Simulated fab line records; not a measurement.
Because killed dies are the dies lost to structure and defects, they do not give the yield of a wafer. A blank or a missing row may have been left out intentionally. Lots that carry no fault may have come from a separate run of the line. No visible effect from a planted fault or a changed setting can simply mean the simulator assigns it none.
fab line records -- flow n5_finfet
[record] lots = 9, wafers = 27, last_day = 20
route steps=1938 shown BEOL_M4@1098 BEOL_M5@1128 PASSIVATION@1936
lots that met no fault: from a run of the same line without faults
start_h: start of the lot's first displayed wafer, in hours after the record's first day -- wait_h: hours since the lot's step before -- " same as the row above -- L1.1+2: several wafers, shown together as one row -- - value missing, or start not given -- * or withheld: withheld -- < > ~ a bound
route shown NAME@n: names a module that has steps shown in the file, with the first one's number in the route -- usual: mean/standard deviation of fault-free wafers -- same: alike in all rows -- chamber/n: place in a boat -- sites: the reading at each site -- _std_site: the values' standard deviation -- _edge_site: inner sites' mean taken away from outer sites' mean -- radius_mm: how far each site lies from the wafer's centre -- mask NAME#n: copy n -- behind: the most recent tool/chamber to have shaped the wafer -- hold: reason for holding the lot/hours on hold/outcome of the hold -- device: whichever transistor did not switch (one of n, p or np) -- end of line: the route-end tests of the same wafers -- a step without rows: its recipe alone -- killed: at the first sort, the dies lost to defects and structure; wafer yield is something else -- map: a wafer's dies, x killed, . not, _ none there
set.NAME: the setting as run; set.NAME@STEP: as run at that earlier step -- model.NAME: the simulator's own value behind a step, which no gauge read
steps of the route over a sample of lots; a table a step, a row a wafer
services: the hour from which a tool's chamber was out of use, counted from the record's first day as start_h (under 0 if before that day), plus the number of hours and why
[[steps]]
[step N5_BEOL_M4_SPUTTER_94]
[recipe] material = Cu, target_thk_a = 45, temp_c = -20, chamber_pressure_pa = 0.07, power_w = withheld, time_s = 8.29
[usual] throttle_valve_pct = 29.8/0.79
lot.wafer,tool,chamber,start_h,wait_h,throttle_valve_pct
L880.1,pvd_sputter-03,-,214.35,0.1,29.7
L880.4,pvd_sputter-03,-,214.35,0.1,30.4
L880.5,pvd_sputter-03,-,214.35,0.1,30.6
L881.1,pvd_sputter-01,-,240.25,0.1,30.2
L881.2,pvd_sputter-01,-,240.25,0.1,28.3
L881.3,pvd_sputter-01,-,240.25,0.1,31.1
L887.3,pvd_sputter-02,-,290.70,0.1,30.1
L887.4,pvd_sputter-02,-,290.70,0.1,28.8
L887.6,pvd_sputter-02,-,290.70,0.1,29.7
L890.1,pvd_sputter-02,-,296.60,0.1,29.0
L890.3,pvd_sputter-02,-,296.60,0.1,29.7
L890.6,pvd_sputter-02,-,296.60,0.1,30.3
L892.4,pvd_sputter-03,-,307.00,0.1,29.0
L892.5,pvd_sputter-03,-,307.00,0.1,29.2
L892.6,pvd_sputter-03,-,307.00,0.1,30.8
L894.3,pvd_sputter-01,-,312.34,0.1,28.5
L894.4,pvd_sputter-01,-,312.34,0.1,29.9
L894.5,pvd_sputter-01,-,312.34,0.1,29.9
L896.1,pvd_sputter-01,-,321.10,0.1,31.2
L896.2,pvd_sputter-01,-,321.10,0.1,30.0
L896.6,pvd_sputter-01,-,321.10,0.1,30.2
L898.1,pvd_sputter-01,-,332.39,0.1,28.2
L898.2,pvd_sputter-01,-,332.39,0.1,31.0
L898.4,pvd_sputter-01,-,332.39,0.1,30.1
L899.1,pvd_sputter-03,-,360.13,0.1,30.6
L899.2,pvd_sputter-03,-,360.13,0.1,29.0
L899.4,pvd_sputter-03,-,360.13,0.1,29.3
[step N5_BEOL_M4_ANNEAL_51]
[recipe] temp_c = 225, time_s = 90, ambient = N2
[usual] wafer_temp_C_max = 226.3/0.38
lot.wafer,tool,chamber,start_h,wait_h,wafer_temp_C_max
L880.1,rtp_anneal-02,0,214.99,0.3,226.0
L880.4,rtp_anneal-02,0,214.99,0.3,225.8
L880.5,rtp_anneal-02,0,214.99,0.3,226.2
L881.1,rtp_anneal-01,0,240.66,0.1,226.1
L881.2,rtp_anneal-01,0,240.66,0.1,225.8
L881.3,rtp_anneal-01,0,240.66,0.1,226.2
L887.3,rtp_anneal-02,0,291.22,0.1,226.9
L887.4,rtp_anneal-02,0,291.22,0.1,226.6
L887.6,rtp_anneal-02,0,291.22,0.1,226.4
L890.1,rtp_anneal-01,0,297.01,0.1,226.5
L890.3,rtp_anneal-01,0,297.01,0.1,226.1
L890.6,rtp_anneal-01,0,297.01,0.1,225.9
L892.4,rtp_anneal-02,0,307.55,0.2,226.5
L892.5,rtp_anneal-02,0,307.55,0.2,226.5
L892.6,rtp_anneal-02,0,307.55,0.2,226.5
L894.3,rtp_anneal-02,0,312.85,0.1,225.8
L894.4,rtp_anneal-02,0,312.85,0.1,226.5
L894.5,rtp_anneal-02,0,312.85,0.1,226.4
L896.1,rtp_anneal-02,0,321.52,0.1,227.0
L896.2,rtp_anneal-02,0,321.52,0.1,226.4
L896.6,rtp_anneal-02,0,321.52,0.1,226.3
L898.1,rtp_anneal-02,0,332.81,0.1,226.3
L898.2,rtp_anneal-02,0,332.81,0.1,226.5
L898.4,rtp_anneal-02,0,332.81,0.1,226.3
L899.1,rtp_anneal-01,0,360.58,0.1,225.9
L899.2,rtp_anneal-01,0,360.58,0.1,226.2
L899.4,rtp_anneal-01,0,360.58,0.1,226.0
[step N5_BEOL_M4_CMP_52]
[recipe] stop_on = SiOC, t_overpolish_s = 6.8, down_force_psi = 1, platen_rpm = 50, clearing_platen_down_force_psi = 1.5, clearing_platen_rpm = 50, post_cmp_clean = cu_alkaline, target_thk_nm = 40, clearing_platen_pad_velocity_m_s = 0.99484, pad_velocity_m_s = 0.99484
[usual] barrier_field_endpoint_s = 24.7/0.58, motor_current_A = 5.9/0.41, overpolish_run_s = 6.800/0.0089, time_to_endpoint_s = 62.1/2.8
lot.wafer,tool,chamber,start_h,wait_h,barrier_field_endpoint_s,motor_current_A,overpolish_run_s,time_to_endpoint_s
L880.4,cmp-04,3,215.36,0.2,24.3,6.0,6.792,59.1
L880.1,cmp-04,0,215.36,0.2,24.0,5.2,6.807,60.7
L880.5,cmp-04,2,215.36,0.2,24.5,5.9,6.812,58.8
L881.1,cmp-04,2,240.97,0.3,23.7,6.1,6.812,59.3
L881.2,cmp-04,0,240.97,0.3,24.5,5.2,6.792,61.5
L881.3,cmp-04,1,240.97,0.3,25.0,5.3,6.800,65.6
L887.3,cmp-01,2,291.43,0.2,23.8,5.7,6.802,59.5
L887.4,cmp-01,1,291.43,0.2,24.4,6.0,6.802,60.6
L887.6,cmp-01,3,291.43,0.2,24.8,6.4,6.789,60.1
L890.3,cmp-03,1,297.35,0.2,24.4,5.7,6.791,60.0
L890.1,cmp-03,3,297.35,0.2,25.1,6.2,6.819,64.6
L890.6,cmp-03,1,297.35,0.2,25.0,5.5,6.810,62.8
L892.4,cmp-01,1,307.83,0.2,23.9,5.9,6.796,62.4
L892.5,cmp-01,2,307.83,0.2,25.0,5.5,6.797,61.0
L892.6,cmp-01,3,307.83,0.2,25.0,6.7,6.796,62.2
L894.4,cmp-04,2,313.09,0.2,25.5,5.8,6.802,64.2
L894.3,cmp-04,0,313.09,0.2,24.9,5.5,6.794,67.3
L894.5,cmp-04,1,313.09,0.2,25.8,5.4,6.793,67.2
L896.2,cmp-03,2,321.81,0.2,24.1,6.6,6.805,59.5
L896.1,cmp-03,1,321.81,0.2,24.5,5.6,6.815,62.2
L896.6,cmp-03,3,321.81,0.2,25.5,6.2,6.806,61.0
L898.2,cmp-01,0,333.14,0.2,24.1,5.7,6.811,58.7
L898.4,cmp-01,1,333.14,0.2,24.3,6.0,6.800,59.8
L898.1,cmp-01,2,333.14,0.2,23.2,5.5,6.807,57.1
L899.2,cmp-03,1,360.88,0.2,24.5,6.1,6.811,61.1
L899.4,cmp-03,3,360.88,0.2,23.8,6.3,6.807,60.2
L899.1,cmp-03,0,360.88,0.2,25.0,6.6,6.810,62.8
[step N5_BEOL_M4_PRE_CLEAN_60]
[recipe] gas = NH3/H2, time_s = 15, temp_c = *, rf_power_w = 300
[usual] heater_power_w = 91/13
lot.wafer,tool,chamber,start_h,wait_h,heater_power_w
L880.1,cvd_co-02,2,215.62,0.0,101
L880.4,cvd_co-02,0,215.62,0.0,85
L880.5,cvd_co-02,1,215.62,0.0,86
L881.1,cvd_co-02,2,241.39,0.1,102
L881.2,cvd_co-02,0,241.39,0.1,84
L881.3,cvd_co-02,1,241.39,0.1,85
L887.3,cvd_co-02,2,291.77,0.0,99
L887.4,cvd_co-02,1,291.77,0.0,83
L887.6,cvd_co-02,2,291.77,0.0,101
L890.1,cvd_co-01,1,297.64,0.0,71
L890.3,cvd_co-01,2,297.64,0.0,98
L890.6,cvd_co-01,2,297.64,0.0,104
L892.4,cvd_co-02,1,308.07,0.1,85
L892.5,cvd_co-02,2,308.07,0.1,105
L892.6,cvd_co-02,0,308.07,0.1,83
L894.3,cvd_co-01,1,313.39,0.0,69
L894.4,cvd_co-01,2,313.39,0.0,102
L894.5,cvd_co-01,0,313.39,0.0,103
L896.1,cvd_co-01,2,322.14,0.0,96
L896.2,cvd_co-01,0,322.14,0.0,104
L896.6,cvd_co-01,2,322.14,0.0,104
L898.1,cvd_co-01,1,333.44,0.0,68
L898.2,cvd_co-01,2,333.44,0.0,103
L898.4,cvd_co-01,2,333.44,0.0,101
L899.1,cvd_co-01,2,361.21,0.0,101
L899.2,cvd_co-01,0,361.21,0.0,102
L899.4,cvd_co-01,0,361.21,0.0,101
[step N5_BEOL_M4_INSPECT_59]
[recipe] inspect_instrument = darkfield, mode = post_dep
[usual] raw_defect_count = 75/27
lot.wafer,tool,chamber,start_h,wait_h,raw_defect_count
L880.1,defect_inspect-02,-,215.86,0.0,37
L880.4,defect_inspect-02,-,215.86,0.0,41
L880.5,defect_inspect-02,-,215.86,0.0,37
L881.1,defect_inspect-02,-,241.64,0.0,91
L881.2,defect_inspect-02,-,241.64,0.0,90
L881.3,defect_inspect-02,-,241.64,0.0,73
L887.3,defect_inspect-01,-,292.02,0.0,854
L887.4,defect_inspect-01,-,292.02,0.0,915
L887.6,defect_inspect-01,-,292.02,0.0,883
L890.1,defect_inspect-01,-,297.89,0.0,43
L890.3,defect_inspect-01,-,297.89,0.0,38
L890.6,defect_inspect-01,-,297.89,0.0,59
L892.4,defect_inspect-01,-,308.30,0.0,812
L892.5,defect_inspect-01,-,308.30,0.0,818
L892.6,defect_inspect-01,-,308.30,0.0,760
L894.3,defect_inspect-01,-,313.64,0.0,54
L894.4,defect_inspect-01,-,313.64,0.0,44
L894.5,defect_inspect-01,-,313.64,0.0,56
L896.1,defect_inspect-01,-,322.41,0.0,66
L896.2,defect_inspect-01,-,322.41,0.0,100
L896.6,defect_inspect-01,-,322.41,0.0,69
L898.1,defect_inspect-01,-,333.69,0.0,120
L898.2,defect_inspect-01,-,333.69,0.0,95
L898.4,defect_inspect-01,-,333.69,0.0,97
L899.1,defect_inspect-02,-,361.49,0.0,76
L899.2,defect_inspect-02,-,361.49,0.0,83
L899.4,defect_inspect-02,-,361.49,0.0,51
[step N5_BEOL_M4_RC_MEAS_101]
[usual] DIBL_N = 36.0/1.9, DIBL_P = 35.6/2.2, IOFF_N = 0.15/0.031, IOFF_P = 0.19/0.032, ION_N = 668/11, ION_P = 455/7.2, SS_N = 71.5/0.65, SS_P = 73.4/0.64, VT_N = 251/3.6, VT_P = -253/3.3
lot.wafer,tool,chamber,start_h,wait_h,DIBL_N[mV/V],DIBL_P[mV/V],IOFF_N[nA/um],IOFF_P[nA/um],ION_N[uA/um],ION_P[uA/um],SS_N[mV/dec],SS_P[mV/dec],VT_N[mV],VT_P[mV]
L880.1,prober-01,0,215.89,0.0,34.7,34.5,0.14,0.19,665,458,70.7,72.5,252,-251
L880.4,prober-01,0,215.89,0.0,40.0,38.0,0.23,0.25,681,457,72.7,74.4,249,-250
L880.5,prober-01,0,215.89,0.0,37.7,36.0,0.18,0.22,669,465,71.5,74.2,249,-251
L881.1,prober-02,0,241.66,0.0,33.2,32.0,0.11,0.14,649,441,72.3,71.9,260,-256
L881.2,prober-02,0,241.66,0.0,38.8,39.7,0.21,0.25,672,453,73.0,73.9,246,-249
L881.3,prober-02,0,241.66,0.0,34.7,34.8,0.13,0.18,658,454,71.3,73.4,255,-252
L887.3,prober-02,0,292.35,0.3,33.7,31.6,0.12,0.15,657,449,70.3,73.2,254,-255
L887.4,prober-02,0,292.35,0.3,33.0,31.3,0.12,0.15,653,451,70.8,72.9,254,-258
L887.6,prober-02,0,292.35,0.3,34.4,33.1,0.13,0.17,658,456,70.9,73.0,253,-253
L890.1,prober-02,0,297.91,0.0,38.4,38.4,0.19,0.22,677,462,70.7,74.3,246,-246
L890.3,prober-02,0,297.91,0.0,37.1,36.7,0.15,0.20,670,460,71.2,72.8,252,-250
L890.6,prober-02,0,297.91,0.0,35.3,34.2,0.12,0.16,670,461,70.6,72.8,252,-255
L892.4,prober-01,0,308.79,0.5,34.9,35.3,0.14,0.18,667,454,71.1,73.0,251,-253
L892.5,prober-01,0,308.79,0.5,35.5,36.0,0.15,0.20,662,450,71.2,73.4,249,-248
L892.6,prober-01,0,308.79,0.5,33.6,34.6,0.13,0.18,667,461,71.0,73.0,251,-252
L894.3,prober-02,0,313.97,0.3,39.8,39.7,0.22,0.24,700,467,71.8,74.1,248,-250
L894.4,prober-02,0,313.97,0.3,38.8,38.4,0.18,0.24,674,462,72.7,74.6,248,-252
L894.5,prober-02,0,313.97,0.3,38.1,37.0,0.17,0.20,671,458,71.4,73.9,250,-253
L896.1,prober-02,0,322.43,0.0,35.0,34.7,0.14,0.19,672,460,71.3,73.9,254,-254
L896.2,prober-02,0,322.43,0.0,35.7,34.8,0.15,0.18,666,452,72.6,74.2,251,-253
L896.6,prober-02,0,322.43,0.0,36.2,35.4,0.14,0.19,658,449,71.9,73.3,256,-252
L898.1,prober-02,0,333.71,0.0,33.1,33.5,0.11,0.13,662,444,70.6,72.9,259,-262
L898.2,prober-02,0,333.71,0.0,34.7,35.8,0.13,0.16,666,443,71.6,73.6,255,-262
L898.4,prober-02,0,333.71,0.0,34.6,37.0,0.14,0.17,665,449,71.9,74.3,252,-259
L899.1,prober-01,0,361.52,0.0,34.9,33.6,0.13,0.17,671,460,71.2,73.1,250,-252
L899.2,prober-01,0,361.52,0.0,34.3,33.6,0.12,0.18,653,451,70.9,73.2,254,-253
L899.4,prober-01,0,361.52,0.0,37.0,36.7,0.16,0.24,684,469,71.4,74.6,248,-246
[step N5_BEOL_M5_INSPECT_13]
[recipe] mode = adi, inspect_instrument = brightfield
[usual] raw_defect_count = 415/100
lot.wafer,tool,chamber,start_h,wait_h,raw_defect_count
L880.1,defect_inspect-01,-,219.48,0.1,276
L880.4,defect_inspect-01,-,219.48,0.1,257
L880.5,defect_inspect-01,-,219.48,0.1,361
L881.1,defect_inspect-01,-,243.91,0.1,475
L881.2,defect_inspect-01,-,243.91,0.1,499
L881.3,defect_inspect-01,-,243.91,0.1,456
L887.3,defect_inspect-01,-,295.01,0.0,1124
L887.4,defect_inspect-01,-,295.01,0.0,1079
L887.6,defect_inspect-01,-,295.01,0.0,1158
L890.1,defect_inspect-01,-,300.70,0.1,352
L890.3,defect_inspect-01,-,300.70,0.1,359
L890.6,defect_inspect-01,-,300.70,0.1,270
L892.4,defect_inspect-01,-,311.11,0.0,1071
L892.5,defect_inspect-01,-,311.11,0.0,1173
L892.6,defect_inspect-01,-,311.11,0.0,1047
L894.3,defect_inspect-01,-,316.98,0.1,233
L894.4,defect_inspect-01,-,316.98,0.1,355
L894.5,defect_inspect-01,-,316.98,0.1,336
L896.1,defect_inspect-01,-,326.93,0.1,477
L896.2,defect_inspect-01,-,326.93,0.1,486
L896.6,defect_inspect-01,-,326.93,0.1,340
L898.1,defect_inspect-02,-,336.58,0.1,424
L898.2,defect_inspect-02,-,336.58,0.1,387
L898.4,defect_inspect-02,-,336.58,0.1,448
L899.1,defect_inspect-02,-,364.04,0.1,304
L899.2,defect_inspect-02,-,364.04,0.1,324
L899.4,defect_inspect-02,-,364.04,0.1,331
[step N5_PASSIVATION_PROBE_49]
[usual] defect_limited_yield = 91.3/1.4, killed_at_M0_to_M3 = 34/10, killed_at_M4_up = 14/5.5, killed_at_contacts = 12/6, killed_at_front_end = 40/10, killed_at_other = 3.0/2.4, killed_dies = 103/17, killed_open = 68/13, killed_short = 34/7.8, sort_bin_5_function = 5.1/0.97, sort_bin_6_memory = 3.3/0.66, sort_bin_8_speed = 0.02/0.12, sort_n_pass = 1077/17, sort_yield_pct = 91.2/1.4
[same] gross_dies = 1180, killed_at_back_side = 0, sort_bin_4_leakage[%] = 0
lot.wafer,tool,chamber,start_h,wait_h,defect_limited_yield[%],killed_at_M0_to_M3,killed_at_M4_up,killed_at_contacts,killed_at_front_end,killed_at_other,killed_dies,killed_open,killed_short,sort_bin_5_function[%],sort_bin_6_memory[%],sort_bin_8_speed[%],sort_n_pass,sort_yield_pct[%]
L881.1,prober-01,-,341.03,0.0,93.1,37,10,10,25,0,82,63,18,3.6,3.1,0,1098,93.1
L881.2,prober-01,-,341.08,0.1,91.9,34,10,15,35,1,95,57,38,4.7,3.0,0,1085,91.9
L881.3,prober-01,-,341.13,0.1,92.0,27,13,26,27,1,94,64,30,4.9,2.8,0,1086,92.0
L887.3,prober-01,-,399.67,0.1,84.8,23,97,21,38,0,179,70,19,9.2,3.6,0,1001,84.8
L887.4,prober-01,-,399.72,0.2,82.0,22,143,10,37,0,212,49,27,11.7,3.2,0,968,82.0
L887.6,prober-01,-,399.82,0.3,83.3,27,97,24,48,1,197,75,34,10.5,3.4,0,983,83.3
L892.4,prober-01,-,423.44,0.2,79.8,45,145,10,37,1,238,71,38,12.1,4.8,0,942,79.8
L892.5,prober-01,-,423.49,0.2,81.9,40,98,13,56,6,213,85,40,9.8,5.1,0,967,81.9
L892.6,prober-01,-,423.54,0.3,81.5,39,132,9,34,4,218,53,37,12.4,3.6,0,962,81.5
// killed by level:class
L881.1 BEOL_M2:geometric_particle:open=10 MOL_CONTACT_COAG:geometric_particle:open=8 BEOL_M1:geometric_particle:open=8 BEOL_M4:geometric_particle:open=6 FIN_SAQP:geometric_particle:open=5 GATE_CUT:geometric_particle:short=5 BEOL_M3:geometric_particle:open=5 DUMMY_GATE:geometric_particle:open=4
L881.2 MOL_CONTACT_COAG:geometric_particle:open=13 BEOL_M0_SAQP:geometric_particle:short=9 FIN_SAQP:geometric_particle:open=5 FIN_SAQP:geometric_particle:short=5 STI_FIN_REVEAL:geometric_particle:open=5 GATE_CUT:geometric_particle:short=5 BEOL_M2:geometric_particle:open=5 BEOL_M3:geometric_particle:open=5
L881.3 MOL_CONTACT_COAG:geometric_particle:open=22 FIN_SAQP:geometric_particle:short=6 ILD0:geometric_particle:open=6 GATE_CUT:geometric_particle:short=5 BEOL_M0_SAQP:geometric_particle:short=5 BEOL_M0:geometric_particle:open=5 BEOL_M5:geometric_particle:open=5 MOL_CONTACT_COAG:geometric_particle:short=4
L887.3 BEOL_M4:unspecified=89 MOL_CONTACT_COAG:geometric_particle:open=17 STI_FIN_REVEAL:geometric_particle:open=12 FIN_SAQP:geometric_particle:open=8 BEOL_M1:geometric_particle:open=6 BEOL_M3:geometric_particle:open=5 DUMMY_GATE:geometric_particle:open=4 MOL_CONTACT_COAG:geometric_particle:short=4
L887.4 BEOL_M4:unspecified=136 FIN_SAQP:geometric_particle:open=9 STI_FIN_REVEAL:geometric_particle:open=8 MOL_CONTACT_COAG:geometric_particle:open=8 BEOL_M1:geometric_particle:open=7 STARTING-WAFER:geometric_particle:short=6 BEOL_M0_SAQP:geometric_particle:short=4 BEOL_M2:geometric_particle:open=4
L887.6 BEOL_M4:unspecified=87 MOL_CONTACT_COAG:geometric_particle:open=20 FIN_SAQP:geometric_particle:open=10 BEOL_M1:geometric_particle:open=7 GATE_CUT:geometric_particle:short=6 BEOL_M0_SAQP:geometric_particle:short=6 BEOL_M0_SAQP:geometric_particle:open=5 STARTING-WAFER:geometric_particle:open=5
L892.4 BEOL_M4:unspecified=129 BEOL_M2:geometric_particle:open=13 BEOL_M0_SAQP:geometric_particle:open=12 FIN_SAQP:geometric_particle:short=9 BEOL_M0_SAQP:geometric_particle:short=9 MOL_CONTACT_COAG:geometric_particle:open=8 FIN_SAQP:geometric_particle:open=7 BEOL_M4:geometric_particle:open=6
L892.5 BEOL_M4:unspecified=87 STI_FIN_REVEAL:geometric_particle:open=16 MOL_CONTACT_COAG:geometric_particle:open=11 GATE_CUT:geometric_particle:short=10 BEOL_M2:geometric_particle:open=10 BEOL_M0_SAQP:geometric_particle:open=8 FIN_SAQP:geometric_particle:open=7 FIN_SAQP:geometric_particle:short=6
L892.6 BEOL_M4:unspecified=127 BEOL_M0_SAQP:geometric_particle:short=12 GATE_CUT:geometric_particle:short=10 MOL_CONTACT_COAG:geometric_particle:open=8 BEOL_M0_SAQP:geometric_particle:open=8 BEOL_M2:geometric_particle:open=7 STI_FIN_REVEAL:geometric_particle:open=5 BEOL_M3:geometric_particle:open=5
[[services]]
tool,chamber,start_h,hours,kind
cvd_co-01,1,196.74,8.7,repair
cmp-01,-,212.85,1.8,repair
cmp-03,-,238.14,4.0,pm
cmp-03,-,242.14,-,consumable_replace:conditioner
cmp-03,-,242.14,-,consumable_replace:pad
cvd_co-02,-,251.00,6.0,pm
cmp-03,-,257.10,0.3,repair
cvd_co-02,-,264.18,0.8,repair
cmp-01,-,268.68,3.5,pm
cvd_co-02,-,303.15,0.8,repair
cvd_co-01,2,307.37,4.8,repair
rtp_anneal-01,-,324.70,5.2,pm
cvd_co-02,1,333.33,-,clean
cvd_co-02,1,333.33,22.0,scheduled_down
cvd_co-02,1,333.33,22.0,vent_cycle
cvd_co-01,-,336.47,6.0,pm
cmp-01,-,340.27,5.2,pm
cmp-03,-,340.37,1.7,repair
pvd_sputter-01,-,344.74,1.6,repair
cvd_co-01,-,345.27,0.5,repair
cmp-04,-,350.63,4.0,pm
pvd_sputter-02,-,351.20,11.7,repair
cmp-04,-,354.63,-,consumable_replace:conditioner
cmp-01,-,358.56,0.3,repair
[[key]]
[first_sign] step = N5_BEOL_M4_INSPECT_59, reading = raw_defect_count, direction = up, sigmas = 28, usual = 75, struck = 840
[effect] step = N5_BEOL_M5_INSPECT_13, reading = raw_defect_count, direction = up, sigmas = 6.7, usual = 415, struck = 1109
[effect] step = N5_PASSIVATION_PROBE_49, reading = killed_at_M4_up, direction = up, sigmas = 19, usual = 14, struck = 119
[more_kills_born_at] N5_BEOL_M4_PRE_CLEAN_60@cvd_co-02 = 655
met_at N5_BEOL_M4_PRE_CLEAN_60
struck_lots L887,L892
not_acting_at N5_BEOL_M4_SPUTTER_94,N5_BEOL_M4_ANNEAL_51,N5_BEOL_M4_CMP_52
onset_between 241.39 291.77
[fault] kind = chamber_particle_source, tool = cvd_co-02, chamber = -, onset_h = 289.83, steps = N5_BEOL_M4_PRE_CLEAN_60, rate_per_visit_cm2 = 1.1563, end_h = 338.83
